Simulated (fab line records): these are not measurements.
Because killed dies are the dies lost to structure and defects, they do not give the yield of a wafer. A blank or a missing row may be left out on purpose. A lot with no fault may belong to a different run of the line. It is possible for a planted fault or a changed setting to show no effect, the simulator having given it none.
Chamber matching + flow n5 finfet + lpcvd-01 running N5_DUMMY_GATE_CVD_03: 14 sister chambers
The step deposits a-Si from SiH4, target thk 150 nm, time 8042 s. 16 wafers are shown with their chamber, then 1 later ones without.

## WAFERS, EACH WITH ITS CHAMBER
| wafer  | chamber | spike tc lower C (C) | spike tc top C (C) | spike tc upper C (C) |
|--------|---------|----------------------|--------------------|----------------------|
| L412.1 | 1/65    | 531.2                | 550.8              | 529.5                |
| L412.4 | 1/79    | 531.2                | 550.8              | 529.5                |
| L412.5 | 1/84    | 531.2                | 550.8              | 529.5                |
| L413.2 | 0/20    | 529.6                | 549.9              | 529.8                |
| L413.3 | 0/25    | 529.6                | 549.9              | 529.8                |
| L413.6 | 0/39    | 529.6                | 549.9              | 529.8                |
| L415.2 | 1/45    | 531.5                | 550.8              | 529.3                |
| L415.3 | 1/50    | 531.5                | 550.8              | 529.3                |
| L415.5 | 1/59    | 531.5                | 550.8              | 529.3                |
| L416.2 | 1/45    | 531.7                | 550.9              | 529.4                |
| L416.3 | 1/50    | 531.7                | 550.9              | 529.4                |
| L416.4 | 1/54    | 531.7                | 550.9              | 529.4                |
| L419.3 | 0/100   | 529.4                | 550.1              | 529.6                |
| L419.4 | 0/104   | 529.4                | 550.1              | 529.6                |
| L419.6 | 0/114   | 529.4                | 550.1              | 529.6                |
| L420.1 | 1/40    | 530.6                | 550.8              | 528.7                |

SIGNATURES, as means of the wafers listed above
| reading          | chamber 0/100 | chamber 0/104 | chamber 0/114 | chamber 0/20 | chamber 0/25 | chamber 0/39 | chamber 1/40 | chamber 1/45 | chamber 1/50 | chamber 1/54 | chamber 1/59 | chamber 1/65 | chamber 1/79 | chamber 1/84 | scatter within a chamber |
|------------------|---------------|---------------|---------------|--------------|--------------|--------------|--------------|--------------|--------------|--------------|--------------|--------------|--------------|--------------|--------------------------|
| spike tc lower C | 529.400       | 529.400       | 529.400       | 529.600      | 529.600      | 529.600      | 530.600      | 531.600      | 531.600      | 531.700      | 531.500      | 531.200      | 531.200      | 531.200      | 0.141                    |
| spike tc top C   | 550.100       | 550.100       | 550.100       | 549.900      | 549.900      | 549.900      | 550.800      | 550.850      | 550.850      | 550.900      | 550.800      | 550.800      | 550.800      | 550.800      | 0.0707                   |
| spike tc upper C | 529.600       | 529.600       | 529.600       | 529.800      | 529.800      | 529.800      | 528.700      | 529.350      | 529.350      | 529.400      | 529.300      | 529.500      | 529.500      | 529.500      | 0.0707                   |
Rule: a wafer lies at a distance from a chamber equal to the root of the sum of squares, over the readings, of (its reading less the chamber's mean, divided by the reading's scatter). If the next closest chamber is less than 2 further off than the closest, the wafer can't be placed; otherwise it belongs to the closest. How the scatter is found: for the shown wafers, subtract from each reading the mean of its chamber, square and add these, divide the total by (wafers less chambers), then take the root.

## WAFERS WITHOUT THEIR CHAMBER
| wafer  | spike tc lower C (C) | spike tc top C (C) | spike tc upper C (C) |
|--------|----------------------|--------------------|----------------------|
| L420.5 | 530.6                | 550.8              | 528.7                |

## WHICH CHAMBER EACH WENT THROUGH
| wafer  | from the rows above | in truth                      |
|--------|---------------------|-------------------------------|
| L420.5 | 1/40                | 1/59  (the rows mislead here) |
0 of 1 placed correctly. Number that these rows cannot place: 0. Placed wrongly: 1.
